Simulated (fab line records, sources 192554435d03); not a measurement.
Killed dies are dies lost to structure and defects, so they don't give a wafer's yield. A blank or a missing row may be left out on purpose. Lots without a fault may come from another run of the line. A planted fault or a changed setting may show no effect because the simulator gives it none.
A struck lot beside a sound one | flow n5_finfet | 35 steps out of a route of 1938
Sound: wafers L356.2, L356.3, L356.5. Struck: wafer L358.4. The cause comes at the end.
At each step with rows: each side's tool, then ch and its chambers, then its first start. Under that, the readings that differ: sound wafers | struck wafers | difference of the means | sigmas: that difference in standard deviations of wafers without a fault.
alike: readings whose means differ by less than 2 such deviations, and words and numbers that are the same on both sides. not compared: withheld readings, readings that some wafer has no value for, bounds like >300 that may hide the same value, and numbers for which the record gives no deviation and whose values overlap.
The two part at a step that has a row with sigmas, a row that says differs or no value, or rows on one side only. Numbers that don't overlap but have no deviation are shown without sigmas and don't part them. A reading that every wafer of one side lacks parts them only if that side has two wafers or more.

first, 9 steps without rows for these wafers: N5_BEOL_M7_ALD_77 (deposits TaN, target thk 2 nm, pulse time 2 s, purge time 3 s); N5_BEOL_M7_SURFACE_TREAT_79; N5_BEOL_M7_CVD_78 (deposits Co from CCTBA/H2, target thk 2 nm, time 142.3 s); N5_BEOL_M7_SPUTTER_48 (material Cu, target thk 10 nm, time 1.667 s); N5_BEOL_M7_ECD_50 (material Cu, target thk 300 nm); N5_BEOL_M7_ANNEAL_51 (time 90 s); N5_BEOL_M7_CMP_52 (polishes, stops on SiCOH lowk, t overpolish 6.9 s, target thk 80 nm); N5_BEOL_M7_PRE_CLEAN_55 (time 15 s); N5_BEOL_M7_DEP_56 (deposits SiCN from 3MS/NH3, target thk 10 nm, time 17.5 s).
N5_BEOL_M8_ILD_DEP_00: deposits SiCOH lowk from DEMS/porogen, target thk 179.75 nm, time 33.4 s.
  sound on pecvd-03 ch 0,1, day 9 18:05; struck on pecvd-03 ch 0, day 9 23:46
  reading                                            | sound                | struck | difference | sigmas
  susceptor_temp_C (C)                               | 300.24 299.91 300.03 | 305.11 | +5.05      | +28
  model.SiCOH_lowk_of_BEOL_M8_ILD_DEP_00.thk_nm (nm) | 179.6 179.8 183.2    | 177.2  | -3.7       |
  alike: chamber_pressure_Torr, heater_power_w, showerhead_plenum_p_Torr, throttle_valve_pct
  not compared: since_wet_clean_h
then, 24 steps without rows for these wafers: N5_BEOL_M8_CURE_74 (cures SiCOH lowk, time 240 s); N5_BEOL_M8_PECVD_70 (deposits SiO2 from TEOS/O2, target thk 20 nm, time 22.7 s); N5_BEOL_M8_HM_DEP_02 (deposits TiN, target thk 20 nm); N5_BEOL_M8_COAT_59 (time 60 s, resist thk 100 nm); N5_BEOL_M8_COAT_60 (time 60 s, resist thk 35 nm); N5_BEOL_M8_COAT_05 (resist thk 90 nm); N5_BEOL_M8_EBR_07; N5_BEOL_M8_SOFTBAKE_06 (time 60 s); N5_BEOL_M8_EXPOSE_08 (exposes mask M8); N5_BEOL_M8_PEB_09 (peb time 60 s); N5_BEOL_M8_DEVELOP_10 (develop time 30 s); N5_BEOL_M8_DESCUM_16 (chemistry O2, time 7.9 s); N5_BEOL_M8_ETCH_61 (etches SiARC in CF4, target depth 45.5 nm, time 75.8 s); N5_BEOL_M8_ETCH_62 (etches SOC in N2/H2, target depth 110 nm, overetch 22 nm, time 165 s); N5_BEOL_M8_STRIP_68 (strips in N2/H2); N5_BEOL_M8_STRIP_67 (strips in CF4); N5_BEOL_M8_HM_OPEN_17 (chemistry Cl2/BCl3, target TiN, target depth 20 nm, overetch 6 nm); N5_BEOL_M8_STRIP_19 (strips in O2); N5_BEOL_M8_COAT_63 (time 60 s, resist thk 60 nm); N5_BEOL_M8_COAT_64 (time 60 s, resist thk 12 nm); N5_BEOL_M8_COAT_71 (time 60 s, resist thk 5 nm); N5_BEOL_M8_COAT_22 (resist thk 30 nm); N5_BEOL_M8_EBR_24; N5_BEOL_M8_SOFTBAKE_23 (time 60 s).
N5_BEOL_M8_CMP_52: polishes, stops on SiCOH lowk, t overpolish 6.9 s, target thk 80 nm.
  sound on cmp-04 ch 0,1,2, day 9 23:31; struck on cmp-02 ch 2, day 10 08:03
  reading                                            | sound           | struck | difference | sigmas
  barrier_field_endpoint_s (s)                       | 28.2 28.2 27.0  | 30.1   | +2.3       | +3
  model.SiCOH_lowk_of_BEOL_M8_ILD_DEP_00.thk_nm (nm) | 151.8 152.2 155 | 149.8  | -3.2       |
  alike: motor_current_A, overpolish_run_s, time_to_endpoint_s

WHERE THEY PART
First at N5_BEOL_M8_ILD_DEP_00; last, within this record, at N5_BEOL_M8_CMP_52.

WHY: what the simulator had put in
Process parameter drift: pecvd-03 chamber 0, from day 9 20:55 on, at N5_BEOL_M8_ILD_DEP_00. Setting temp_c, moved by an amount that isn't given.
